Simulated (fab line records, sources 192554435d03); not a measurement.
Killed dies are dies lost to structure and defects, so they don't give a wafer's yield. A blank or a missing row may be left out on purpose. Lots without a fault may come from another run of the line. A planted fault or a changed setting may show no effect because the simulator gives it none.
Chamber matching | flow n5_finfet | N5_MOL_CONTACT_COAG_CONTACT_ETCH_14 on rie_diel-05: 4 sister chambers
The step etches SiO2 in C4F6/O2, target depth 27.5 nm, overetch 8.5 nm, time 20 s. 14 wafers are shown with their chamber, then 7 later ones without.

WAFERS WITH THEIR CHAMBER
wafer  | chamber | showerhead_plenum_p_Torr (Torr) | throttle_valve_pct (%) | oes_product_au (a.u.)
L075.1 | 3       | 2.85                            | 21.11                  | 0.62
L075.2 | 1       | 2.75                            | 21.14                  | 0.62
L075.6 | 3       | 2.85                            | 21.11                  | 0.62
L079.3 | 3       | 2.85                            | 21.12                  | 0.61
L079.4 | 1       | 2.74                            | 21.16                  | 0.62
L079.6 | 0       | 3.02                            | 21.27                  | 0.71
L080.1 | 0       | 3.02                            | 21.28                  | 0.70
L080.4 | 2       | 3.08                            | 20.94                  | 0.83
L080.5 | 2       | 3.08                            | 20.95                  | 0.83
L081.1 | 1       | 2.74                            | 21.16                  | 0.61
L081.3 | 0       | 3.02                            | 21.28                  | 0.71
L081.5 | 0       | 3.02                            | 21.28                  | 0.70
L083.2 | 2       | 3.08                            | 20.96                  | 0.79
L083.3 | 0       | 3.02                            | 21.29                  | 0.70

SIGNATURES (means of the wafers above)
reading                  | chamber 0 | chamber 1 | chamber 2 | chamber 3 | scatter within a chamber
showerhead_plenum_p_Torr | 3.0200    | 2.7433    | 3.0800    | 2.8500    | 0.00258
throttle_valve_pct       | 21.2800   | 21.1533   | 20.9500   | 21.1133   | 0.00856
oes_product_au           | 0.7040    | 0.6167    | 0.8167    | 0.6167    | 0.0115
Rule: a wafer's distance from a chamber is the root of the sum, over the readings, of the square of ((its reading less the chamber's mean) divided by the reading's scatter). The wafer belongs to the nearest chamber; if the next one is less than 2 further off, it can't be placed. The scatter: the root of (the sum of the squares of (reading less its chamber's mean) over the shown wafers, divided by (wafers less chambers)).

WAFERS WITHOUT THEIR CHAMBER
wafer  | showerhead_plenum_p_Torr (Torr) | throttle_valve_pct (%) | oes_product_au (a.u.)
L083.5 | 3.02                            | 21.28                  | 0.70
L086.1 | 2.74                            | 21.18                  | 0.61
L086.4 | 3.08                            | 20.95                  | 0.78
L086.5 | 3.02                            | 21.28                  | 0.70
L094.1 | 3.07                            | 20.99                  | 0.75
L094.2 | 3.01                            | 21.32                  | 0.68
L094.6 | 3.07                            | 20.98                  | 0.75

WHICH CHAMBER EACH WENT THROUGH
wafer  | from the rows above | in truth
L083.5 | 0                   | 0
L086.1 | 1                   | 1
L086.4 | 2                   | 2
L086.5 | 0                   | 0
L094.1 | 2                   | 2
L094.2 | 0                   | 0
L094.6 | 2                   | 2
Placed correctly: 7 of 7. Can't be placed from these rows: 0. Placed wrongly: 0.
